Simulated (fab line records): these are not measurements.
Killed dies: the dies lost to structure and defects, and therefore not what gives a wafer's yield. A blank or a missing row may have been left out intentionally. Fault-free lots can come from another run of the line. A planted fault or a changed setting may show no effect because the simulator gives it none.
Chamber matching :: flow n5-finfet :: N5_BEOL_M9_ILD_DEP_00 on pecvd-03: 3 sister chambers
The step deposits SiCOH lowk from DEMS/porogen, target thk 308.51 nm, time 58 s. 20 wafers are shown with their chamber, then 10 later ones without.

## EACH WAFER AND ITS CHAMBER
wafer: L076.2
chamber: 0
heater-power-w (W): 223
showerhead-plenum-p-Torr (Torr): 5.754
throttle-valve-pct (%): 13.5

wafer: L076.5
chamber: 0
heater-power-w (W): 231
showerhead-plenum-p-Torr (Torr): 5.753
throttle-valve-pct (%): 13.7

wafer: L076.6
chamber: 1
heater-power-w (W): 343
showerhead-plenum-p-Torr (Torr): 5.756
throttle-valve-pct (%): 13.5

wafer: L074.2
chamber: 1
heater-power-w (W): 360
showerhead-plenum-p-Torr (Torr): 5.762
throttle-valve-pct (%): 13.6

wafer: L074.3
chamber: 2
heater-power-w (W): 295
showerhead-plenum-p-Torr (Torr): 5.766
throttle-valve-pct (%): 14.0

wafer: L074.6
chamber: 0
heater-power-w (W): 213
showerhead-plenum-p-Torr (Torr): 5.753
throttle-valve-pct (%): 13.4

wafer: L075.1
chamber: 1
heater-power-w (W): 335
showerhead-plenum-p-Torr (Torr): 5.745
throttle-valve-pct (%): 13.5

wafer: L075.2
chamber: 0
heater-power-w (W): 251
showerhead-plenum-p-Torr (Torr): 5.753
throttle-valve-pct (%): 13.7

wafer: L075.5
chamber: 0
heater-power-w (W): 188
showerhead-plenum-p-Torr (Torr): 5.750
throttle-valve-pct (%): 13.3

wafer: L081.2
chamber: 0
heater-power-w (W): 253
showerhead-plenum-p-Torr (Torr): 5.735
throttle-valve-pct (%): 13.7

wafer: L081.4
chamber: 0
heater-power-w (W): 251
showerhead-plenum-p-Torr (Torr): 5.742
throttle-valve-pct (%): 13.5

wafer: L081.5
chamber: 0
heater-power-w (W): 193
showerhead-plenum-p-Torr (Torr): 5.751
throttle-valve-pct (%): 13.8

wafer: L082.1
chamber: 1
heater-power-w (W): 322
showerhead-plenum-p-Torr (Torr): 5.754
throttle-valve-pct (%): 13.5

wafer: L082.2
chamber: 0
heater-power-w (W): 204
showerhead-plenum-p-Torr (Torr): 5.759
throttle-valve-pct (%): 13.7

wafer: L082.5
chamber: 0
heater-power-w (W): 225
showerhead-plenum-p-Torr (Torr): 5.727
throttle-valve-pct (%): 13.6

wafer: L085.3
chamber: 0
heater-power-w (W): 253
showerhead-plenum-p-Torr (Torr): 5.740
throttle-valve-pct (%): 13.7

wafer: L085.4
chamber: 2
heater-power-w (W): 313
showerhead-plenum-p-Torr (Torr): 5.758
throttle-valve-pct (%): 12.8

wafer: L085.5
chamber: 1
heater-power-w (W): 340
showerhead-plenum-p-Torr (Torr): 5.748
throttle-valve-pct (%): 13.4

wafer: L087.1
chamber: 1
heater-power-w (W): 318
showerhead-plenum-p-Torr (Torr): 5.760
throttle-valve-pct (%): 13.2

wafer: L087.2
chamber: 2
heater-power-w (W): 312
showerhead-plenum-p-Torr (Torr): 5.756
throttle-valve-pct (%): 12.9

SIGNATURES (means of the wafers above)
reading: heater-power-w
chamber 0: 225.91
chamber 1: 336.33
chamber 2: 306.67
scatter within a chamber: 20.7

reading: showerhead-plenum-p-Torr
chamber 0: 5.74700
chamber 1: 5.75417
chamber 2: 5.76000
scatter within a chamber: 0.00847

reading: throttle-valve-pct
chamber 0: 13.600
chamber 1: 13.450
chamber 2: 13.233
scatter within a chamber: 0.268
Rule: a wafer's distance from a chamber is the root of the sum, over the readings, of the square of ((its reading less the chamber's mean) divided by the reading's scatter). The wafer belongs to the nearest chamber; if the next one is less than 2 further off, it can't be placed. The scatter: the root of (the sum of the squares of (reading less its chamber's mean) over the shown wafers, divided by (wafers less chambers)).

## WAFERS WHOSE CHAMBER IS MISSING
wafer: L087.3
heater-power-w (W): 244
showerhead-plenum-p-Torr (Torr): 5.755
throttle-valve-pct (%): 13.8

wafer: L094.2
heater-power-w (W): 237
showerhead-plenum-p-Torr (Torr): 5.738
throttle-valve-pct (%): 13.6

wafer: L094.3
heater-power-w (W): 252
showerhead-plenum-p-Torr (Torr): 5.756
throttle-valve-pct (%): 12.7

wafer: L094.6
heater-power-w (W): 365
showerhead-plenum-p-Torr (Torr): 5.715
throttle-valve-pct (%): 13.4

wafer: L096.1
heater-power-w (W): 284
showerhead-plenum-p-Torr (Torr): 5.752
throttle-valve-pct (%): 12.6

wafer: L096.3
heater-power-w (W): 231
showerhead-plenum-p-Torr (Torr): 5.757
throttle-valve-pct (%): 13.7

wafer: L096.5
heater-power-w (W): 287
showerhead-plenum-p-Torr (Torr): 5.767
throttle-valve-pct (%): 12.5

wafer: L097.1
heater-power-w (W): 322
showerhead-plenum-p-Torr (Torr): 5.749
throttle-valve-pct (%): 13.3

wafer: L097.2
heater-power-w (W): 248
showerhead-plenum-p-Torr (Torr): 5.762
throttle-valve-pct (%): 13.8

wafer: L097.3
heater-power-w (W): 290
showerhead-plenum-p-Torr (Torr): 5.749
throttle-valve-pct (%): 12.9

## WHICH CHAMBER EACH ONE RAN IN
wafer: L087.3
from the rows above: 0
in truth: 0

wafer: L094.2
from the rows above: 0
in truth: 0

wafer: L094.3
from the rows above: can't be placed: 2 or 0 or 1
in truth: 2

wafer: L094.6
from the rows above: can't be placed: 1 or 2
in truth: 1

wafer: L096.1
from the rows above: can't be placed: 2 or 1 or 0
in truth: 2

wafer: L096.3
from the rows above: 0
in truth: 0

wafer: L096.5
from the rows above: can't be placed: 2 or 1
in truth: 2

wafer: L097.1
from the rows above: can't be placed: 1 or 2
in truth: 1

wafer: L097.2
from the rows above: can't be placed: 0 or 2
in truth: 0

wafer: L097.3
from the rows above: can't be placed: 2 or 1
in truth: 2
Placed correctly: 3 of 10. Not placeable from these rows: 7 (in 7, the candidates include the true chamber). Placed wrongly: 0.
